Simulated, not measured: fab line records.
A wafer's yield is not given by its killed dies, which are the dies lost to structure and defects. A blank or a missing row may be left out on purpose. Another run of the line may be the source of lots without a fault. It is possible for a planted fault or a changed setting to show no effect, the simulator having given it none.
8D (eight disciplines) problem report, filled in by code || flow n5 finfet || the parts of the form that need people (team, actions taken, sign-off) are left out

== 1. WHAT IS WRONG ==
raw defect count at N5_BEOL_M4_INSPECT_59 reads a mean of 742 on 3 wafers of 2 lots; wafers without a fault read 71 with a standard deviation of 25. Relative to the usual mean, that is a shift of +27 standard deviations.
The step: inspects for defects (darkfield).
First observed at day 11 11:53: wafer L479.4, on defect inspect-01. At this step, 30 wafers from 10 lots have a number in the record. Rule for "out", or "out of limits": more than 4 standard deviations from the usual mean. The rest of the wafers with a number are treated as sound.

== 2. WHAT THIS IS AND IS NOT ==
{"question": "which readings at this step", "is": "raw defect count", "is not": "-"}
{"question": "which lots", "is": "L477, L479", "is not": "L468, L469, L471, L472, L476, L478, L484, L487"}
{"question": "which wafers of those lots", "is": "L477.2, L477.5, L479.4", "is not": "L477.1, L479.2, L479.6"}
{"question": "read on which gauges", "is": "defect inspect-01, defect inspect-02", "is not": "-"}
{"question": "when", "is": "from day 11 11:53", "is not": "up to then (17 sound wafers); but 10 sound wafers of L477, L478, L484, L487 came after"}

== 3. SUSPECTS, AND WHAT RULES EACH OUT ==
Counting: a tool at a process step up to the reading stays a suspect if it ran every lot that is out. Sound lots after the first of them don't rule it out here, since some wafers of a struck lot are sound.
- the gauge at N5_BEOL_M4_INSPECT_59 is ruled out. The wafers that are out were read on 2 gauges (defect inspect-01, defect inspect-02).
- pvd sputter-03 at N5_BEOL_M4_ANNEAL_87 (time 240 s): kept. Every lot that is out went through it, the first being L479 (day 11 09:47); the last sound lot it ran before that was L472 (day 10 11:02).
- pvd sputter-03 at N5_BEOL_M4_ANNEAL_89 (time 240 s): kept. Every lot that is out went through it, the first being L479 (day 11 10:00); the last sound lot it ran before that was L472 (day 10 11:16).
- pvd sputter-03 at N5_BEOL_M4_SPUTTER_94 (material Cu, target thk 4.5 nm, time 8.29 s): kept. Every lot that is out went through it, the first being L479 (day 11 10:35); the last sound lot it ran before that was L472 (day 10 11:50).
- cvd co-02 at N5_BEOL_M4_CO_CAP_55 (material Co, precursor CCTBA/H2, target thk 2 nm, time 102.1 s): kept. Every lot that is out went through it, the first being L479 (day 11 11:40); the last sound lot it ran before that was L472 (day 10 12:56).
- The sound lot-mates ran in chamber 2 of cvd co-02 at N5_BEOL_M4_CO_CAP_55, but the wafers that are out ran in chamber 0.
Left after counting: pvd sputter-03 at N5_BEOL_M4_ANNEAL_87, pvd sputter-03 at N5_BEOL_M4_ANNEAL_89, pvd sputter-03 at N5_BEOL_M4_SPUTTER_94, cvd co-02 at N5_BEOL_M4_CO_CAP_55.

== 4. THE CAUSE (what the simulator had put in) ==
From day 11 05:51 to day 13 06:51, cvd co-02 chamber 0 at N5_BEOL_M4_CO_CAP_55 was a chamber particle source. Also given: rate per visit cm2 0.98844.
Counting leaves 4 suspects; this tool is one of them.

== 5. THE EFFECT CHAIN, in route order ==
Each row: a reading where the mean over the struck wafers with a number is more than 3 standard deviations away from the usual. Scope: only readings with a usual standard deviation given in the record; hours: median across lots of the time from each lot's start at the first step in this table that gives one to its start at this step; sigmas: change in usual standard deviations.
{"hours": 0, "step": "N5_BEOL_M4_INSPECT_59", "reading": "raw defect count", "usual": 71, "on struck wafers": 742, "change": "+671", "sigmas": "+27"}
{"hours": 2, "step": "N5_BEOL_M5_INSPECT_13", "reading": "raw defect count", "usual": 414, "on struck wafers": 1182, "change": "+768", "sigmas": "+7.8"}
{"hours": 107, "step": "N5_PASSIVATION_PROBE_49", "reading": "defect limited yield", "usual": "91.0 %", "on struck wafers": 80.7, "change": -10.3, "sigmas": -7.4}
{"hours": 107, "step": "N5_PASSIVATION_PROBE_49", "reading": "killed_at_M4_up", "usual": 14, "on struck wafers": 144, "change": "+130", "sigmas": "+26"}
{"hours": 107, "step": "N5_PASSIVATION_PROBE_49", "reading": "killed dies", "usual": 106, "on struck wafers": 228, "change": "+122", "sigmas": "+7.2"}
{"hours": 107, "step": "N5_PASSIVATION_PROBE_49", "reading": "sort_bin_5_function", "usual": "5.2 %", "on struck wafers": 11.3, "change": "+6.1", "sigmas": "+6.4"}
{"hours": 107, "step": "N5_PASSIVATION_PROBE_49", "reading": "sort n pass", "usual": 1074, "on struck wafers": 951, "change": -123, "sigmas": -7.2}
{"hours": 107, "step": "N5_PASSIVATION_PROBE_49", "reading": "sort yield pct", "usual": "91.0 %", "on struck wafers": 80.6, "change": -10.4, "sigmas": -7.4}
It contains these process steps:
- N5_PASSIVATION_PROBE_49
Later measuring or inspecting steps at which every struck wafer that the step has a row for has a number for every such reading, and none has moved that far: N5_BEOL_M4_RC_MEAS_101.

== 6. HOW IT WOULD HAVE BEEN CAUGHT EARLIER ==
The first out-of-limits reading at a measuring or inspecting step in this record came at day 11 11:53, 6 hours after the fault's start at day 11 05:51.
Of the tool readings at N5_BEOL_M4_CO_CAP_55 for which the record gives a usual standard deviation, none was out on any struck wafer, so an alarm limit of 4 standard deviations on them would not have fired.
L477, from the lots that are out (2), started N5_BEOL_M4_CO_CAP_55 on cvd co-02 later than day 11 11:53. A tool hold placed at that time would have kept it from harm.
